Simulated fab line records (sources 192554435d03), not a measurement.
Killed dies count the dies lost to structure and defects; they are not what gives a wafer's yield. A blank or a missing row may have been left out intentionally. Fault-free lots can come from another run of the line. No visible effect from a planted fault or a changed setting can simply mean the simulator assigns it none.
fab line records	flow n5Finfet
[record] lots = 10	wafers = 30	lastDay = 16
route steps=1938 shown SDB@358 DUMMY_REMOVAL@377
lots that met no fault: from a run of the same line without faults
startH: the number of hours between the record's first day and the start of the first shown wafer of the lot	waitH: hours from the lot's prior step to this one	" unchanged from the row above	L1.1+2: a row that stands for several wafers	- either no value or no given start	* or withheld: withheld	< > ~ a bound
route shown NAME@n: names a module that has steps shown in the file, with the first one's number in the route	usual: mean/standard deviation of fault-free wafers	same: alike in all rows	chamber/n: place in a boat	sites: the reading at each site	_std_site: the standard deviation of these	_edge_site: inner sites' mean taken away from outer sites' mean	radiusMm: for every site, how far away it sits from the centre of the wafer	mask NAME#n: copy n	behind: the tool/chamber that last shaped the wafer	hold: what put the lot on hold/how long, in hours/how the hold closed	device: transistor that didn't switch, given as n, p or np	end of line: the route-end tests of the same wafers	where a step has no rows: the recipe by itself	killed: the dies lost at the first sort to structure and to defects; this is not the yield of the wafer	map: dies across one wafer; x = killed, . = not, _ = none there
set.NAME: the setting that was run; set.NAME@STEP: the one run at that earlier step	model.NAME: the simulator's own value behind a step, which no gauge read
steps of the route over a sample of lots; a table a step, a row a wafer
services: from which hour (startH, from the record's first day; less than 0 if before it) a tool's chamber was out of use, for how many hours, and why
[[steps]]
[step N5_SDB_INSPECT_13]
[recipe] mode = adi	inspectInstrument = brightfield
[usual] rawDefectCount = 92/47
lot.wafer	tool	chamber	startH	waitH	rawDefectCount
L178.3	defectInspect-01	-	66.25	0.0	31
L178.4	"	-	"	"	59
L178.5	"	-	"	"	85
L179.1	defectInspect-02	-	76.18	0.0	31
L179.2	"	-	"	"	32
L179.3	"	-	"	"	59
L180.2	defectInspect-01	-	78.61	0.0	149
L180.3	"	-	"	"	213
L180.6	"	-	"	"	266
L181.1	defectInspect-01	-	87.90	0.0	71
L181.3	"	-	"	"	47
L181.6	"	-	"	"	44
L183.3	defectInspect-02	-	97.23	0.0	84
L183.4	"	-	"	"	82
L183.5	"	-	"	"	78
L185.2	defectInspect-01	-	107.22	0.0	64
L185.3	"	-	"	"	44
L185.4	"	-	"	"	63
L186.2	defectInspect-01	-	114.37	0.0	92
L186.3	"	-	"	"	69
L186.6	"	-	"	"	78
L193.2	defectInspect-02	-	159.02	0.0	119
L193.5	"	-	"	"	129
L193.6	"	-	"	"	121
L195.1	defectInspect-01	-	167.71	0.0	142
L195.3	"	-	"	"	104
L195.5	"	-	"	"	87
L196.2	defectInspect-01	-	175.04	0.0	81
L196.4	"	-	"	"	96
L196.5	"	-	"	"	179
[step N5_SDB_ETCH_17]
[recipe] chemistry = CF4	target = SiARC	targetDepthA = 234	maskMaterial = CAR-ArF	timeS = 39	ionEnergyEv = 80	pressureMtorr = 40	sourceW = 545	biasW = 36	Ar_flow_sccm = 100	cf4FlowSccm = 100	ends = cleared
[usual] biasW = 36.00/0.12	drypumpMotorCurrentA = 5.6/0.3	etchRfOnTimeS = 39.6/1.2	oesProductAu = 0.68/0.074	rfVppV = 184.0/1.1	showerheadPlenumPTorr = 2.12/0.057	throttleValvePct = 15.58/0.21
lot.wafer	tool	chamber	startH	waitH	biasW	drypumpMotorCurrentA	etchRfOnTimeS	oesProductAu	rfHoursCounterH	rfVppV	showerheadPlenumPTorr	throttleValvePct
L178.3	rieDiel-02	0	66.43	0.0	35.90	5.7	41.0	0.63	173	181.8	2.05	15.79
L178.4	"	3	"	"	35.90	5.7	39.4	0.60	230	185.5	2.11	15.83
L178.5	"	2	"	"	35.94	5.7	38.7	0.63	-	182.9	2.13	15.75
L179.1	rieDiel-03	0	76.25	0.0	35.92	5.1	38.5	0.62	200	183.7	2.22	15.55
L179.2	"	2	"	"	35.97	5.7	41.7	0.79	10	183.9	2.20	15.37
L179.3	"	3	"	"	35.96	5.9	41.0	0.65	128	184.5	2.13	15.42
L180.2	rieDiel-03	2	78.68	0.0	36.10	5.7	41.1	0.81	10	185.7	2.20	15.36
L180.3	"	1	"	"	36.01	5.2	40.2	0.71	77	183.9	2.07	15.41
L180.6	"	1	"	"	35.94	5.2	40.1	0.72	-	183.4	2.07	15.42
L181.1	rieDiel-03	2	88.27	0.0	36.17	5.7	41.2	0.79	13	184.0	2.20	15.38
L181.3	"	1	"	"	36.04	5.2	39.8	0.71	81	184.2	2.07	15.41
L181.6	"	0	"	"	36.04	5.1	38.2	0.61	-	184.4	2.21	15.55
L183.3	rieDiel-03	0	97.30	0.0	36.21	5.1	38.4	0.61	208	186.7	2.21	15.55
L183.4	"	3	"	"	35.94	5.9	40.7	0.64	136	184.5	2.13	15.44
L183.5	"	1	"	"	35.94	5.3	39.8	0.71	-	183.1	2.07	15.42
L185.2	rieDiel-06	1	107.28	0.0	36.03	5.4	37.2	0.83	11	184.5	2.19	15.38
L185.3	"	2	"	"	36.10	5.5	37.3	0.77	51	184.9	2.18	15.46
L185.4	"	1	"	"	35.89	5.4	37.7	0.83	-	183.5	2.18	15.38
L186.2	rieDiel-02	0	114.87	0.0	36.20	5.7	40.0	0.63	188	183.6	2.05	15.82
L186.3	"	2	"	"	36.09	5.7	37.9	0.63	187	184.6	2.12	15.78
L186.6	"	0	"	"	35.96	5.7	40.2	0.62	-	184.7	2.05	15.83
L193.2	rieDiel-06	0	159.09	0.0	36.07	6.1	40.4	0.75	31	183.1	2.08	15.31
L193.5	"	0	"	"	35.96	6.0	40.6	0.75	-	182.2	2.08	15.31
L193.6	"	3	"	"	36.07	5.9	38.6	0.61	-	183.6	2.04	15.88
L195.1	rieDiel-03	1	167.78	0.0	35.92	5.2	39.8	0.68	107	182.9	2.06	15.47
L195.3	"	2	"	"	35.86	5.7	40.6	0.76	40	184.5	2.19	15.42
L195.5	"	0	"	"	36.08	5.1	32.5	0.65	-	184.3	2.20	15.60
L196.2	rieDiel-03	2	175.11	0.0	36.05	5.7	41.1	0.75	42	184.6	2.19	15.42
L196.4	"	0	"	"	35.95	5.1	32.2	0.66	235	183.5	2.20	15.60
L196.5	"	1	"	"	36.23	5.2	39.8	0.68	-	184.9	2.06	15.48
[step N5_DUMMY_REMOVAL_HM_STRIP_01]
[recipe] chemistry = CH3F/O2	material = SiNx	targetDepthA = 40	stopOn = poly-Si	timeS = 6.8	overEtchFrac = 0.3	ionEnergyEv = 60	powerW = 410	biasW = 29	Ar_flow_sccm = 150	CH3F_flow_sccm = 30	O2_flow_sccm = 20
[usual] biasW = 29.01/0.088	drypumpMotorCurrentA = 5.6/0.38	oesProductAu = 0.65/0.071	rfVppV = 127.8/0.96	showerheadPlenumPTorr = 2.04/0.044	throttleValvePct = 16.23/0.21
lot.wafer	tool	chamber	startH	waitH	biasW	drypumpMotorCurrentA	oesProductAu	rfHoursCounterH	rfVppV	showerheadPlenumPTorr	throttleValvePct
L178.3	rieDiel-04	1	70.35	0.1	29.03	5.0	0.62	128	128.5	2.06	15.95
L178.4	"	0	"	"	28.99	5.4	0.63	135	126.9	2.08	16.28
L178.5	"	3	"	"	28.94	6.1	0.68	-	127.5	2.05	15.95
L179.1	rieDiel-04	3	80.45	0.0	28.90	6.1	0.68	80	127.7	2.04	15.97
L179.2	"	0	"	"	28.95	5.5	0.62	137	128.3	2.08	16.28
L179.3	"	1	"	"	28.92	5.0	0.63	130	126.6	2.06	15.96
L180.2	rieDiel-04	2	82.55	0.0	28.86	6.0	0.56	227	128.4	2.05	16.62
L180.3	"	1	"	"	29.14	5.0	0.63	131	128.3	2.06	15.95
L180.6	"	3	"	"	28.97	6.1	0.68	-	127.1	2.04	15.95
L181.1	rieDiel-01	0	92.87	0.1	28.89	5.6	0.58	212	128.5	1.98	16.46
L181.3	"	1	"	"	29.00	5.7	0.72	31	129.0	2.12	16.17
L181.6	"	1	"	"	28.84	5.7	0.72	-	127.2	2.12	16.19
L183.3	rieDiel-05	0	101.52	0.4	28.84	5.0	0.59	187	128.3	2.09	16.27
L183.4	"	3	"	"	29.10	5.7	0.59	-	128.6	2.08	16.24
L183.5	"	0	"	"	28.84	5.0	0.59	-	128.0	2.09	16.27
L185.2	rieDiel-01	3	111.76	0.1	28.94	6.2	0.56	240	128.1	1.99	16.38
L185.3	"	1	"	"	29.04	5.7	0.72	36	126.9	2.11	16.18
L185.4	"	0	"	"	28.98	5.6	0.57	216	127.2	1.98	16.47
L186.2	rieDiel-01	0	120.73	0.0	29.10	5.6	0.57	219	128.2	1.98	16.48
L186.3	"	2	"	"	28.87	5.8	0.73	20	127.3	1.97	16.40
L186.6	"	3	"	"	28.99	6.2	0.56	-	128.0	1.99	16.40
L193.2	rieDiel-04	2	163.08	0.2	29.01	6.0	0.55	249	129.4	2.04	16.65
L193.5	"	0	"	"	28.93	5.4	0.61	-	129.0	2.07	16.34
L193.6	"	1	"	"	29.00	5.0	0.61	-	129.3	2.05	15.99
L195.1	rieDiel-04	1	171.72	0.0	29.01	5.0	0.61	162	127.3	2.05	15.99
L195.3	"	0	"	"	29.00	5.4	0.61	167	128.1	2.07	16.36
L195.5	"	0	"	"	28.90	5.4	0.60	-	128.9	2.07	16.37
L196.2	rieDiel-01	1	180.45	0.1	29.10	5.7	0.68	61	128.9	2.11	16.24
L196.4	"	2	"	"	29.07	5.8	0.71	40	127.4	1.96	16.44
L196.5	"	2	"	"	29.14	5.8	0.70	-	127.4	1.96	16.44
[step N5_DUMMY_REMOVAL_STRIP_10]
[recipe] chemistry = N2/H2	timeS = 40	powerW = 100	tempC = 40	pressureMtorr = 100	rfFrequencyHz = 6e+07	biasPowerW = 3	n2FlowSccm = 300	h2FlowSccm = 300
[usual] drypumpMotorCurrentA = 5.7/0.38	oesProductAu = 0.80/0.091	rfVppV = 45.5/0.88	showerheadPlenumPTorr = 3.43/0.086	throttleValvePct = 12.07/0.26
lot.wafer	tool	chamber	startH	waitH	drypumpMotorCurrentA	oesProductAu	rfHoursCounterH	rfVppV	showerheadPlenumPTorr	throttleValvePct
L178.3	rieDiel-04	1	70.38	0.0	5.0	0.79	128	44.6	3.55	12.04
L178.4	"	0	"	"	5.5	0.79	135	47.9	3.51	12.07
L178.5	"	3	"	"	6.1	0.87	-	45.3	3.38	11.58
L179.1	rieDiel-04	3	80.48	0.0	6.1	0.85	80	44.6	3.38	11.59
L179.2	"	0	"	"	5.5	0.77	137	45.0	3.51	12.09
L179.3	"	1	"	"	5.0	0.79	130	46.2	3.55	12.04
L180.2	rieDiel-04	2	82.59	0.0	6.0	0.70	227	46.1	3.45	12.57
L180.3	"	1	"	"	5.0	0.78	131	46.0	3.55	12.03
L180.6	"	3	"	"	6.1	0.86	-	45.1	3.38	11.61
L181.1	rieDiel-01	0	92.91	0.0	5.6	0.71	212	45.2	3.32	12.25
L181.3	"	1	"	"	5.7	0.90	31	44.8	3.58	12.13
L181.6	"	1	"	"	5.7	0.91	-	45.5	3.58	12.15
L183.3	rieDiel-05	0	101.56	0.0	5.0	0.72	187	47.1	3.49	12.17
L183.4	"	3	"	"	5.8	0.72	-	45.1	3.44	12.02
L183.5	"	0	"	"	5.0	0.73	-	46.3	3.49	12.14
L185.2	rieDiel-01	3	111.80	0.0	6.2	0.67	240	43.9	3.34	12.35
L185.3	"	1	"	"	5.7	0.89	36	45.8	3.58	12.15
L185.4	"	0	"	"	5.6	0.70	216	46.2	3.32	12.26
L186.2	rieDiel-01	0	120.76	0.0	5.6	0.69	219	45.9	3.32	12.26
L186.3	"	2	"	"	5.8	0.92	20	45.9	3.30	12.08
L186.6	"	3	"	"	6.2	0.66	-	44.7	3.34	12.38
L193.2	rieDiel-04	2	163.11	0.0	6.1	0.68	249	44.9	3.44	12.62
L193.5	"	0	"	"	5.4	0.76	-	45.9	3.49	12.17
L193.6	"	1	"	"	5.0	0.75	-	46.6	3.53	12.11
L195.1	rieDiel-04	1	171.75	0.0	4.9	0.77	162	45.2	3.53	12.13
L195.3	"	0	"	"	5.5	0.76	167	45.5	3.49	12.17
L195.5	"	0	"	"	5.5	0.76	-	45.1	3.49	12.17
L196.2	rieDiel-01	1	180.49	0.0	5.8	0.86	61	47.5	3.57	12.21
L196.4	"	2	"	"	5.8	0.88	40	44.3	3.29	12.13
L196.5	"	2	"	"	5.8	0.89	-	44.7	3.29	12.16
[[services]]
tool	chamber	startH	hours	kind
rieDiel-05	-	42.56	2.8	pm
rieDiel-04	3	44.36	6.6	repair
rieDiel-05	0	48.06	8.5	repair
rieDiel-04	3	51.82	4.5	repair
rieDiel-03	-	61.54	5.7	repair
rieDiel-02	0	68.45	6.2	repair
rieDiel-01	2	78.79	3.0	repair
rieDiel-02	-	91.15	2.8	pm
rieDiel-06	0	91.22	16.7	repair
rieDiel-01	-	100.88	0.9	repair
rieDiel-02	1	112.26	2.7	repair
rieDiel-04	0	135.51	2.6	repair
rieDiel-04	2	137.67	9.0	repair
rieDiel-06	3	143.16	8.3	repair
rieDiel-01	3	146.17	-	clean
rieDiel-01	3	146.17	-	consumableReplace:focusRing
rieDiel-05	3	154.00	3.5	repair
rieDiel-04	-	156.29	1.1	repair
rieDiel-04	2	166.11	-	clean
rieDiel-04	2	166.11	-	consumableReplace:focusRing
rieDiel-04	2	166.11	30.5	scheduledDown
rieDiel-04	2	166.11	30.5	ventCycle
rieDiel-04	1	173.36	6.0	repair
rieDiel-06	-	174.34	14.6	pm
[[key]]
[firstSign] step = N5_SDB_ETCH_17	reading = etchRfOnTimeS	direction = down	sigmas = 6	usual = *	struck = *
effect none on later readings
metAt N5_SDB_ETCH_17
struckLots L195,L196
struckWafers L195.5,L196.4
testerLeftOut L195,L196
notActingAt N5_SDB_INSPECT_13,N5_DUMMY_REMOVAL_HM_STRIP_01,N5_DUMMY_REMOVAL_STRIP_10
onsetBetween 97.30 167.78
[fault] kind = processParameterDrift	tool = rieDiel-03	chamber = 0	onsetH = 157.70	steps = N5_SDB_ETCH_17	channel = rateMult	offset = 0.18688	shape = step	endH = 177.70
// testerLeftOut: of these lots the tester's yield and bins aren't shown, on N5 and GAA mostly nor the transistor test; their killed dies are dies lost to structure and defects alone, not to doping, threshold or leakage, so they don't give the yield
